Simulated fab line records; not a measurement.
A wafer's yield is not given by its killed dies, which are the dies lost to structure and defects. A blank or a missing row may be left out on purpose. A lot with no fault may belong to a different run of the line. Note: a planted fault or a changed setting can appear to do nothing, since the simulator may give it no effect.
fab line records    flow n5_finfet
record: lots: 7  wafers: 21  last_day: 16
route steps=1938 shown BEOL_M7@1308 PASSIVATION@1936
lots that met no fault: from a run of the same line without faults
start_h: start of the lot's first displayed wafer, in hours after the record's first day    wait_h: hours since the lot's step before    " same as the row above    L1.1+2: a single row standing in for several wafers    - either no value or no given start    * or withheld: withheld    < > ~ a bound
route shown NAME@n: a module of which the file shows steps, and the number in the route of the first    usual: mean and standard deviation over wafers with no fault    same: alike in all rows    chamber/n: place in a boat    sites: readings site by site    _std_site: standard deviation across them    _edge_site: mean of outer sites minus mean of inner sites    radius_mm: for every site, how far away it sits from the centre of the wafer    mask NAME#n: copy n    behind: the most recent tool/chamber to have shaped the wafer    hold: why the lot went on hold/how many hours it stayed there/how the hold came to an end    device: transistor that didn't switch, given as n, p or np    end of line: at the end of the route, the tests of the same wafers    for a step that has no rows: nothing shown but its recipe    killed: dies that structure and defects cost at the first sort, which is not the same as the wafer's yield    map: a wafer's dies, marking killed ones x, the rest . and places with no die _
set.NAME: the setting the step ran with; set.NAME@STEP: the setting that earlier step ran with    model.NAME: the simulator's own value behind a step, which no gauge read
lots at selected steps of the route; one table per step, one row per wafer
services: from which hour (start_h, from the record's first day; less than 0 if before it) a tool's chamber was out of use, for how many hours, and why
== steps ==
step: N5_BEOL_M7_TRENCH_ETCH_37
recipe: chemistry: C4F6/O2  target_depth_a: 934.78  target: SiCOH_lowk  time_s: 31.2  ion_energy_ev: 250  pressure_mtorr: 30  source_w: 345  bias_w: 185  Ar_flow_sccm: 300  C4F6_flow_sccm: 10  O2_flow_sccm: 10
usual: chamber_pressure_mTorr: 30.00/0.044  drypump_motor_current_A: 5.5/0.52  oes_product_au: 0.76/0.068  rf_fwd_power_W: 340.2/2  rf_vpp_V: 664/6.1  showerhead_plenum_p_Torr: 2.82/0.12  throttle_valve_pct: 20.84/0.2
lot.wafer  tool         chamber  start_h  wait_h  chamber_pressure_mTorr  drypump_motor_current_A  oes_product_au  rf_fwd_power_W  rf_hours_counter_h  rf_vpp_V  showerhead_plenum_p_Torr  throttle_valve_pct
L978.1     rie_diel-02  1        -        -       30.05                   6.3                      0.77            341.3           157                 658       2.73                      20.71
L978.3     "            0        "        "       29.96                   5.3                      0.85            342.0           55                  669       3.00                      20.60
L978.5     "            2        "        "       30.01                   5.1                      0.74            339.7           -                   663       2.73                      20.83
L984.2     rie_diel-01  2        -        -       29.98                   6.3                      0.72            339.1           176                 666       2.82                      20.74
L984.3     "            0        "        "       29.97                   5.4                      0.78            334.4           127                 656       2.64                      20.77
L984.4     "            1        "        "       29.99                   4.7                      0.70            338.7           -                   666       2.95                      21.27
L991.4     rie_diel-02  0        -        -       29.99                   5.2                      0.83            341.4           75                  670       2.99                      20.63
L991.5     "            3        "        "       30.05                   5.9                      0.75            342.1           -                   668       2.84                      20.90
L991.6     "            0        "        "       29.97                   5.3                      0.83            341.9           -                   670       2.99                      20.62
L989.1     rie_diel-01  3        -        -       29.97                   5.7                      0.99            341.9           5                   669       2.81                      20.66
L989.3     "            2        "        "       29.99                   6.3                      0.70            337.9           190                 665       2.82                      20.75
L989.5     "            3        "        "       30.02                   5.8                      0.98            340.3           -                   668       2.81                      20.65
L990.2     rie_diel-02  1        -        -       30.01                   6.3                      0.75            341.2           179                 658       2.72                      20.74
L990.4     "            2        "        "       30.03                   5.1                      0.72            339.6           191                 662       2.72                      20.86
L990.6     "            1        "        "       30.02                   6.3                      0.76            341.7           -                   658       2.72                      20.73
L992.1     rie_diel-02  0        -        -       30.01                   5.2                      0.82            341.2           82                  669       2.99                      20.62
L992.5     "            1        "        "       29.97                   6.3                      0.74            339.0           -                   659       2.72                      20.75
L992.6     "            2        "        "       29.94                   5.1                      0.71            340.7           -                   661       2.71                      20.86
L993.1     rie_diel-02  0        -        -       30.01                   5.3                      0.82            342.0           84                  670       2.99                      20.62
L993.4     "            1        "        "       30.00                   6.3                      0.75            342.5           186                 659       2.72                      20.74
L993.6     "            0        "        "       30.03                   5.3                      0.82            342.1           -                   670       2.99                      20.64
step: N5_BEOL_M7_ETCH_41
recipe: chemistry: CH3F/O2  target: SiCN  target_depth_a: 319  taper_deg: 2  time_s: 57.8  ion_energy_ev: 120  mask_material: TiN  pressure_mtorr: 30  source_w: 395  bias_w: 75  Ar_flow_sccm: 150  CH3F_flow_sccm: 30  O2_flow_sccm: 20
usual: chamber_pressure_mTorr: 30.001/0.027  drypump_motor_current_A: 5.5/0.52  oes_product_au: 0.76/0.068  rf_fwd_power_W: 391.4/2  rf_vpp_V: 296.7/1.9  showerhead_plenum_p_Torr: 1.98/0.085  throttle_valve_pct: 16.25/0.2
lot.wafer  tool         chamber  start_h  wait_h  chamber_pressure_mTorr  drypump_motor_current_A  oes_product_au  rf_fwd_power_W  rf_hours_counter_h  rf_vpp_V  showerhead_plenum_p_Torr  throttle_valve_pct
L978.1     rie_diel-02  1        -        -       30.042                  6.3                      0.78            390.4           157                 293.3     1.91                      16.15
L978.3     "            0        "        "       30.022                  5.3                      0.86            389.9           55                  298.4     2.12                      15.97
L978.5     "            2        "        "       29.983                  5.1                      0.74            393.0           -                   295.9     1.91                      16.26
L984.2     rie_diel-01  2        -        -       29.984                  6.3                      0.71            392.3           176                 296.8     1.99                      16.21
L984.3     "            0        "        "       30.035                  5.4                      0.76            387.6           127                 294.6     1.85                      16.14
L984.4     "            1        "        "       29.994                  4.7                      0.69            388.0           -                   297.9     2.07                      16.62
L991.4     rie_diel-02  0        -        -       29.950                  5.3                      0.84            390.9           75                  298.4     2.11                      16.00
L991.5     "            3        "        "       30.018                  5.9                      0.76            392.3           -                   297.0     2.00                      16.33
L991.6     "            0        "        "       29.975                  5.2                      0.83            392.9           -                   299.7     2.11                      16.02
L989.1     rie_diel-01  3        -        -       30.036                  5.8                      0.99            392.1           5                   295.2     1.97                      15.97
L989.3     "            2        "        "       29.986                  6.3                      0.70            393.4           190                 296.1     1.98                      16.23
L989.5     "            3        "        "       30.012                  5.7                      0.98            392.9           -                   296.2     1.97                      16.00
L990.2     rie_diel-02  1        -        -       30.014                  6.3                      0.75            392.0           179                 294.9     1.91                      16.17
L990.4     "            2        "        "       29.971                  5.1                      0.73            391.0           191                 295.3     1.90                      16.31
L990.6     "            1        "        "       30.045                  6.3                      0.75            392.9           -                   295.3     1.91                      16.20
L992.1     rie_diel-02  0        -        -       30.008                  5.2                      0.82            394.5           82                  297.9     2.11                      16.02
L992.5     "            1        "        "       30.020                  6.3                      0.76            392.5           -                   295.7     1.90                      16.20
L992.6     "            2        "        "       29.977                  5.1                      0.72            389.8           -                   295.4     1.90                      16.31
L993.1     rie_diel-02  0        -        -       29.991                  5.3                      0.81            392.2           84                  298.8     2.11                      16.01
L993.4     "            1        "        "       29.976                  6.3                      0.75            391.2           186                 296.0     1.90                      16.20
L993.6     "            0        "        "       29.977                  5.2                      0.82            392.9           -                   298.3     2.11                      16.02
step: N5_BEOL_M7_STRIP_80
recipe: chemistry: N2/H2  time_s: 10  power_w: 450  temp_c: 40  pressure_mtorr: 20  rf_frequency_hz: 6e+07  bias_power_w: 7  n2_flow_sccm: 200  h2_flow_sccm: 200
step: N5_BEOL_M7_OCD_MEAS_38
usual: trench_depth_nm: 93.1/0.88
lot.wafer  tool    chamber  start_h  wait_h  trench_depth_nm
L978.1     ocd-02  -        208.01   -       93.2
L978.3     "       -        "        "       93.9
L978.5     "       -        "        "       92.7
L984.2     ocd-01  -        240.86   -       94.2
L984.3     "       -        "        "       94.4
L984.4     "       -        "        "       93.4
L991.4     ocd-02  -        279.40   -       94.6
L991.5     "       -        "        "       94.1
L991.6     "       -        "        "       93.5
L989.1     ocd-01  -        279.55   -       95.3
L989.3     "       -        "        "       92.6
L989.5     "       -        "        "       95.3
L990.2     ocd-02  -        284.18   -       92.7
L990.4     "       -        "        "       92.6
L990.6     "       -        "        "       93.9
L992.1     ocd-02  -        297.97   -       93.7
L992.5     "       -        "        "       92.5
L992.6     "       -        "        "       91.4
L993.1     ocd-01  -        303.36   -       93.0
L993.4     "       -        "        "       91.9
L993.6     "       -        "        "       93.6
step: N5_BEOL_M7_HM_STRIP_39
recipe: chemistry: peroxide_tin_strip  material: TiN  target_depth_a: 250  temp_c: 50  time_s: 158
step: N5_BEOL_M7_SRD_40
recipe: time_s: 30  temp_c: 23  rinse_liquid: diw  dry: ipa_marangoni
step: N5_BEOL_M7_PRECLEAN_42
recipe: chemistry: residue_remover  time_s: 60  temp_c: 40
step: N5_BEOL_M7_SRD_43
recipe: time_s: 30  temp_c: 23  rinse_liquid: diw  dry: ipa_marangoni
step: N5_BEOL_M7_CD_MEAS_35
recipe: target_cd_nm: 40  polarity: opening
usual: cd_nm: 39.9/0.49
lot.wafer  tool       chamber  start_h  wait_h  cd_nm
L978.1     cd_sem-01  -        208.17   0.0     39.9
L978.3     "          -        "        "       39.9
L978.5     "          -        "        "       39.9
L984.2     cd_sem-03  -        241.02   0.0     40.1
L984.3     "          -        "        "       40.2
L984.4     "          -        "        "       40.7
L991.4     cd_sem-03  -        279.55   0.0     39.3
L991.5     "          -        "        "       40.3
L991.6     "          -        "        "       40.3
L989.1     cd_sem-02  -        279.72   0.0     39.5
L989.3     "          -        "        "       39.9
L989.5     "          -        "        "       40.4
L990.2     cd_sem-01  -        284.34   0.0     39.5
L990.4     "          -        "        "       39.2
L990.6     "          -        "        "       39.9
L992.1     cd_sem-03  -        298.12   0.0     41.0
L992.5     "          -        "        "       40.3
L992.6     "          -        "        "       40.7
L993.1     cd_sem-03  -        303.52   0.0     40.0
L993.4     "          -        "        "       40.5
L993.6     "          -        "        "       40.6
step: N5_BEOL_M7_CURE_75
recipe: temp_c: 370  time_s: 120  ambient: DMADMS/He  material: SiCOH_lowk
step: N5_BEOL_M7_DEGAS_44
recipe: ambient: vacuum  temp_c: 250  time_s: 60
usual: heater_power_w: 338/36
lot.wafer  tool            chamber  start_h  wait_h  heater_power_w
L978.1     pvd_sputter-03  -        209.13   0.9     299
L978.3     "               -        "        "       338
L978.5     "               -        "        "       389
L984.2     pvd_sputter-01  -        241.40   0.2     316
L984.3     "               -        "        "       298
L984.4     "               -        "        "       332
L991.4     pvd_sputter-03  -        280.20   0.4     298
L991.5     "               -        "        "       345
L991.6     "               -        "        "       401
L989.1     pvd_sputter-03  -        280.66   0.8     301
L989.3     "               -        "        "       394
L989.5     "               -        "        "       298
L990.2     pvd_sputter-03  -        284.78   0.3     340
L990.4     "               -        "        "       293
L990.6     "               -        "        "       407
L992.1     pvd_sputter-02  -        298.54   0.3     305
L992.5     "               -        "        "       329
L992.6     "               -        "        "       371
L993.1     pvd_sputter-01  -        304.04   0.4     328
L993.4     "               -        "        "       341
L993.6     "               -        "        "       328
step: N5_BEOL_M7_PRE_CLEAN_45
recipe: gas: H2/He  time_s: 30  temp_c: 250
usual: heater_power_w: 337/36
lot.wafer  tool            chamber  start_h  wait_h  heater_power_w
L978.1     pvd_sputter-03  -        209.17   0.0     297
L978.3     "               -        "        "       345
L978.5     "               -        "        "       390
L984.2     pvd_sputter-01  -        241.44   0.0     319
L984.3     "               -        "        "       302
L984.4     "               -        "        "       339
L991.4     pvd_sputter-03  -        280.24   0.0     296
L991.5     "               -        "        "       330
L991.6     "               -        "        "       392
L989.1     pvd_sputter-03  -        280.70   0.0     300
L989.3     "               -        "        "       405
L989.5     "               -        "        "       297
L990.2     pvd_sputter-03  -        284.82   0.0     341
L990.4     "               -        "        "       289
L990.6     "               -        "        "       387
L992.1     pvd_sputter-02  -        298.58   0.0     295
L992.5     "               -        "        "       336
L992.6     "               -        "        "       365
L993.1     pvd_sputter-01  -        304.08   0.0     335
L993.4     "               -        "        "       337
L993.6     "               -        "        "       326
step: N5_BEOL_M7_ALD_77
recipe: material: TaN  target_thk_a: 20  temp_c: 275  ald_precursor_family: PDMAT  ald_co_reactant: NH3  pressure_torr: 3  carrier_flow_sccm: 1500  pulse_time_s: 2  purge_time_s: 3  co_reactant_purge_time_s: 2  co_reactant_pulse_time_s: 3  ald_cycles: 40  precursor_vessel_temp_c: 75  precursor_vessel_pressure_torr: 26.25  precursor_vessel_carrier_sccm: 1000
usual: ald_cycles: 40/0  heater_power_w: 419/29  precursor_vessel_carrier_sccm: 1000/3.1
same: co_reactant_pulse_time_s: 3
lot.wafer  tool          chamber  start_h  wait_h  ald_cycles  heater_power_w  precursor_vessel_carrier_sccm
L978.1     ald_metal-01  3        209.23   0.0     40          460             1000
L978.3     "             2        "        "       40          428             1007
L978.5     "             2        "        "       40          431             1005
L984.2     ald_metal-04  0        241.53   0.1     40          433             1003
L984.3     "             3        "        "       40          381             997
L984.4     "             2        "        "       40          392             1005
L991.4     ald_metal-04  0        280.30   0.0     42          440             1000
L991.5     "             1        "        "       42          433             1002
L991.6     "             2        "        "       42          392             999
L989.1     ald_metal-04  0        280.78   0.1     42          435             1002
L989.3     "             3        "        "       42          382             996
L989.5     "             2        "        "       42          385             1002
L990.2     ald_metal-04  3        284.90   0.1     42          381             1004
L990.4     "             2        "        "       42          386             997
L990.6     "             1        "        "       42          438             1005
L992.1     ald_metal-01  2        298.65   0.0     40          437             1001
L992.5     "             1        "        "       40          478             1002
L992.6     "             0        "        "       40          414             1000
L993.1     ald_metal-01  0        304.16   0.1     40          433             999
L993.4     "             1        "        "       40          476             999
L993.6     "             0        "        "       40          413             1001
step: N5_BEOL_M7_SURFACE_TREAT_79
recipe: gas: Ar  time_s: *  ion_energy_ev: *  ion_current_ma_cm2: 0.5  pressure_mtorr: *  ar_flow_sccm: 30
usual: pressure_mtorr: *  throttle_valve_pct: *
lot.wafer  tool            chamber  start_h  wait_h  pressure_mtorr  throttle_valve_pct
L978.1     pvd_sputter-02  -        209.52   0.2     *               *
L978.3     "               -        "        "       *               *
L978.5     "               -        "        "       *               *
L984.2     pvd_sputter-01  -        241.98   0.3     *               *
L984.3     "               -        "        "       *               *
L984.4     "               -        "        "       *               *
L991.4     pvd_sputter-03  -        280.62   0.2     *               *
L991.5     "               -        "        "       *               *
L991.6     "               -        "        "       *               *
L989.1     pvd_sputter-03  -        281.10   0.2     *               *
L989.3     "               -        "        "       *               *
L989.5     "               -        "        "       *               *
L990.2     pvd_sputter-01  -        285.20   0.2     *               *
L990.4     "               -        "        "       *               *
L990.6     "               -        "        "       *               *
L992.1     pvd_sputter-02  -        298.93   0.2     *               *
L992.5     "               -        "        "       *               *
L992.6     "               -        "        "       *               *
L993.1     pvd_sputter-01  -        304.58   0.3     *               *
L993.4     "               -        "        "       *               *
L993.6     "               -        "        "       *               *
step: N5_PASSIVATION_PROBE_49
usual: defect_limited_yield: 91.2/1.4  killed_at_M0_to_M3: 35/11  killed_at_M4_up: 12/4.2  killed_at_contacts: 13/5.6  killed_at_front_end: 40/12  killed_at_other: 3.3/2.6  killed_dies: 103/17  killed_open: 68/12  killed_short: 34/7.6  sort_bin_5_function: 5.1/0.95  sort_bin_6_memory: 3.3/0.68  sort_n_pass: 1077/17  sort_yield_pct: 91.2/1.4
same: gross_dies: 1180  killed_at_back_side: 0  sort_bin_4_leakage[%]: 0  sort_bin_8_speed[%]: 0
lot.wafer  tool       chamber  start_h  wait_h  defect_limited_yield[%]  killed_at_M0_to_M3  killed_at_M4_up  killed_at_contacts  killed_at_front_end  killed_at_other  killed_dies  killed_open  killed_short  sort_bin_5_function[%]  sort_bin_6_memory[%]  sort_n_pass  sort_yield_pct[%]
L978.1     prober-02  -        291.09   0.0     92.6                     18                  19               9                   35                   6                87           52           34            3.8                     3.2                   1093         92.6
L978.3     prober-02  -        291.19   0.1     92.1                     31                  12               9                   40                   1                93           69           23            5.3                     2.4                   1087         92.1
L978.5     prober-02  -        291.29   0.2     91.9                     26                  10               14                  42                   4                96           62           34            3.8                     3.9                   1084         91.9
L984.2     prober-01  -        319.40   0.1     94.2                     20                  12               12                  21                   3                68           42           25            3.3                     2.2                   1112         94.2
L984.3     prober-01  -        319.45   0.1     91.4                     35                  10               12                  44                   1                102          63           39            5.3                     3.1                   1078         91.4
L984.4     prober-01  -        319.50   0.2     90.6                     52                  3                6                   50                   0                111          72           39            4.7                     4.4                   1069         90.6
L991.4     prober-01  -        349.28   0.2     90.4                     28                  8                20                  53                   4                113          76           37            6.1                     3.2                   1067         90.4
L991.5     prober-01  -        349.33   0.2     91.4                     33                  15               14                  36                   3                101          74           25            5.3                     3.0                   1079         91.4
L991.6     prober-01  -        349.38   0.3     90.3                     59                  12               4                   36                   3                114          60           52            4.6                     4.2                   1066         90.3
L989.1     prober-01  -        351.40   0.3     87.9                     53                  17               21                  45                   7                143          91           51            7.5                     4.3                   1037         87.9
L989.3     prober-01  -        351.50   0.4     92.5                     31                  15               13                  27                   2                88           55           33            4.3                     3.1                   1092         92.5
L989.5     prober-01  -        351.60   0.5     93.0                     33                  11               13                  25                   1                83           55           27            3.9                     2.9                   1097         93.0
L990.2     prober-02  -        355.80   0.1     92.5                     26                  9                15                  38                   1                89           63           25            5.3                     2.1                   1091         92.5
L990.4     prober-02  -        355.90   0.2     90.5                     21                  14               16                  61                   0                112          78           31            5.4                     3.8                   1068         90.5
L990.6     prober-02  -        356.00   0.3     90.1                     33                  10               18                  52                   4                117          77           39            6.0                     3.3                   1063         90.1
L992.1     prober-02  -        374.74   0.0     92.0                     31                  13               15                  33                   2                94           61           33            4.5                     3.0                   1086         92.0
L993.1     prober-01  -        374.91   0.0     89.5                     39                  12               12                  55                   6                124          91           30            6.2                     3.9                   1056         89.5
L993.4     prober-01  -        375.06   0.2     90.9                     28                  10               16                  49                   4                107          75           32            4.6                     4.3                   1073         90.9
L993.6     prober-01  -        375.16   0.3     90.2                     48                  16               17                  33                   2                116          79           37            6.6                     3.1                   1064         90.2
killed by level:class
L978.1 FIN_SAQP:geometric_particle:short=16 BEOL_M4:geometric_particle:open=9 MOL_CONTACT_COAG:geometric_particle:open=8 FIN_SAQP:geometric_particle:open=7 GATE_CUT:geometric_particle:short=5 BEOL_M1:geometric_particle:open=5 BEOL_M8:geometric_particle:open=4 BEOL_M0_SAQP:geometric_particle:short=4
L978.3 BEOL_M2:geometric_particle:open=15 BEOL_M1:geometric_particle:open=8 MOL_CONTACT_COAG:geometric_particle:open=8 GATE_CUT:geometric_particle:open=7 GATE_CUT:geometric_particle:short=6 FIN_SAQP:geometric_particle:short=5 STI_FIN_REVEAL:geometric_particle:open=5 BEOL_M5:geometric_particle:open=5
L978.5 FIN_SAQP:geometric_particle:short=14 MOL_CONTACT_COAG:geometric_particle:open=12 FIN_SAQP:geometric_particle:open=11 BEOL_M2:geometric_particle:open=7 BEOL_M0_SAQP:geometric_particle:open=5 BEOL_M1:geometric_particle:open=5 DUMMY_GATE:geometric_particle:open=4 GATE_CUT:geometric_particle:short=4
L984.2 MOL_CONTACT_COAG:geometric_particle:open=11 DUMMY_GATE:geometric_particle:open=5 BEOL_M0_SAQP:geometric_particle:short=5 STI_FIN_REVEAL:geometric_particle:open=4 BEOL_M0_SAQP:geometric_particle:open=4 FIN_SAQP:geometric_particle:short=3 BEOL_M4:geometric_particle:short=3 BEOL_M2:geometric_particle:open=2
L984.3 BEOL_M1:geometric_particle:short=12 MOL_CONTACT_COAG:geometric_particle:open=11 STI_FIN_REVEAL:geometric_particle:open=8 GATE_CUT:geometric_particle:short=6 BEOL_M0_SAQP:geometric_particle:open=6 DUMMY_GATE:geometric_particle:open=5 BEOL_M3:geometric_particle:open=5 BEOL_M4:geometric_particle:open=5
L984.4 BEOL_M3:geometric_particle:open=15 FIN_SAQP:geometric_particle:open=13 STI_FIN_REVEAL:geometric_particle:open=11 FIN_SAQP:geometric_particle:short=10 BEOL_M0_SAQP:geometric_particle:open=10 BEOL_M0_SAQP:geometric_particle:short=7 BEOL_M1:geometric_particle:open=6 BEOL_M3:geometric_particle:short=5
L991.4 MOL_CONTACT_COAG:geometric_particle:open=15 STI_FIN_REVEAL:geometric_particle:open=11 FIN_SAQP:geometric_particle:open=8 BEOL_M3:geometric_particle:open=7 MOL_CONTACT_COAG:geometric_particle:short=5 BEOL_M2:geometric_particle:open=5 FIN_CUT:geometric_particle:short=4 FIN_CUT:geometric_particle:open=4
L991.5 MOL_CONTACT_COAG:geometric_particle:open=11 FIN_SAQP:geometric_particle:open=10 BEOL_M1:geometric_particle:open=10 BEOL_M0_SAQP:geometric_particle:open=8 BEOL_M3:geometric_particle:open=5 BEOL_M4:geometric_particle:open=5 STI_FIN_REVEAL:geometric_particle:open=4 BEOL_M2:geometric_particle:open=4
L991.6 BEOL_M0_SAQP:geometric_particle:short=19 BEOL_M1:geometric_particle:open=11 BEOL_M0_SAQP:geometric_particle:open=9 STI_FIN_REVEAL:geometric_particle:open=7 BEOL_M4:geometric_particle:open=7 FIN_SAQP:geometric_particle:short=6 BEOL_M1:geometric_particle:short=6 BEOL_M3:geometric_particle:open=6
L989.1 BEOL_M0_SAQP:geometric_particle:short=18 MOL_CONTACT_COAG:geometric_particle:open=16 BEOL_M0_SAQP:geometric_particle:open=16 FIN_SAQP:geometric_particle:open=14 FIN_SAQP:geometric_particle:short=13 BEOL_M4:geometric_particle:open=10 STI_FIN_REVEAL:geometric_particle:open=6 BEOL_M3:geometric_particle:open=6
L989.3 BEOL_M4:geometric_particle:open=11 MOL_CONTACT_COAG:geometric_particle:open=10 BEOL_M0_SAQP:geometric_particle:open=8 BEOL_M0_SAQP:geometric_particle:short=7 BEOL_M2:geometric_particle:open=7 STI_FIN_REVEAL:geometric_particle:open=6 STARTING-WAFER:geometric_particle:short=5 DUMMY_GATE:geometric_particle:open=4
L989.5 MOL_CONTACT_COAG:geometric_particle:open=10 BEOL_M0_SAQP:geometric_particle:open=10 BEOL_M2:geometric_particle:open=8 BEOL_M0_SAQP:geometric_particle:short=6 BEOL_M4:geometric_particle:open=4 MOL_CONTACT_COAG:geometric_particle:short=3 BEOL_M2:geometric_particle:short=3 BEOL_M5:geometric_particle:open=3
L990.2 MOL_CONTACT_COAG:geometric_particle:open=15 BEOL_M0_SAQP:geometric_particle:open=8 FIN_SAQP:geometric_particle:open=7 STI_FIN_REVEAL:geometric_particle:open=7 BEOL_M2:geometric_particle:open=7 FIN_SAQP:geometric_particle:short=4 GATE_CUT:geometric_particle:short=4 GATE_CUT:geometric_particle:open=4
L990.4 FIN_SAQP:geometric_particle:open=17 MOL_CONTACT_COAG:geometric_particle:open=13 STI_FIN_REVEAL:geometric_particle:open=11 BEOL_M1:geometric_particle:open=7 FIN_SAQP:geometric_particle:short=6 GATE_CUT:geometric_particle:short=5 BEOL_M2:geometric_particle:open=5 DUMMY_GATE:geometric_particle:open=4
L990.6 MOL_CONTACT_COAG:geometric_particle:open=16 FIN_SAQP:geometric_particle:open=14 BEOL_M0_SAQP:geometric_particle:open=10 FIN_SAQP:geometric_particle:short=9 BEOL_M0_SAQP:geometric_particle:short=7 BEOL_M2:geometric_particle:open=7 STI_FIN_REVEAL:geometric_particle:open=5 BEOL_M1:geometric_particle:open=5
L992.1 BEOL_M0_SAQP:geometric_particle:short=12 BEOL_M0_SAQP:geometric_particle:open=10 MOL_CONTACT_COAG:geometric_particle:open=9 FIN_SAQP:geometric_particle:open=8 DUMMY_GATE:geometric_particle:open=8 MOL_CONTACT_COAG:geometric_particle:short=6 STI_FIN_REVEAL:geometric_particle:open=5 BEOL_M4:geometric_particle:open=4
L993.1 STI_FIN_REVEAL:geometric_particle:open=20 BEOL_M2:geometric_particle:open=15 MOL_CONTACT_COAG:geometric_particle:open=10 FIN_SAQP:geometric_particle:open=7 BEOL_M0_SAQP:geometric_particle:open=6 BEOL_M0_SAQP:geometric_particle:short=6 BEOL_M3:geometric_particle:open=6 GATE_CUT:geometric_particle:open=5
L993.4 STI_FIN_REVEAL:geometric_particle:open=18 MOL_CONTACT_COAG:geometric_particle:open=13 FIN_SAQP:geometric_particle:short=10 BEOL_M2:geometric_particle:open=9 BEOL_M0_SAQP:geometric_particle:open=8 FIN_SAQP:geometric_particle:open=5 BEOL_M0_SAQP:geometric_particle:short=5 DUMMY_GATE:geometric_particle:open=4
L993.6 BEOL_M2:geometric_particle:open=23 MOL_CONTACT_COAG:geometric_particle:open=15 FIN_SAQP:geometric_particle:short=12 BEOL_M0_SAQP:geometric_particle:short=8 BEOL_M0_SAQP:geometric_particle:open=8 BEOL_M7:geometric_particle:open=6 FIN_SAQP:geometric_particle:open=4 STI_FIN_REVEAL:geometric_particle:open=4
== services ==
tool            chamber  start_h  hours  kind
ald_metal-01    -        202.06   2.8    pm
ald_metal-04    -        219.47   1.0    repair
rie_diel-01     2        235.65   2.4    repair
rie_diel-01     3        236.99   5.4    repair
rie_diel-01     3        242.70   -      clean
rie_diel-01     3        242.70   -      consumable_replace:esc
rie_diel-01     3        242.70   -      consumable_replace:focus_ring
rie_diel-01     3        242.70   18.6   scheduled_down
rie_diel-01     3        242.70   18.6   vent_cycle
rie_diel-01     0        277.94   1.8    repair
rie_diel-01     3        279.67   7.2    repair
pvd_sputter-01  -        281.97   1.4    repair
rie_diel-02     3        292.71   8.2    repair
== key ==
first_sign: step: N5_BEOL_M7_ALD_77  reading: ald_cycles  direction: up  sigmas: 99+  usual: *  struck: *
effect none on later readings
met_at N5_BEOL_M7_ALD_77
struck_wafers L989.1,L989.3,L989.5,L990.2,L990.4,L990.6,L991.4,L991.5,L991.6
fault: kind: process_parameter_drift  tool: ald_metal-04  chamber: -  onset_h: 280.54  steps: N5_BEOL_M7_ALD_77  channel: ald_cycles  offset: *  shape: step  end_h: 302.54  acts_in: *  stated: *
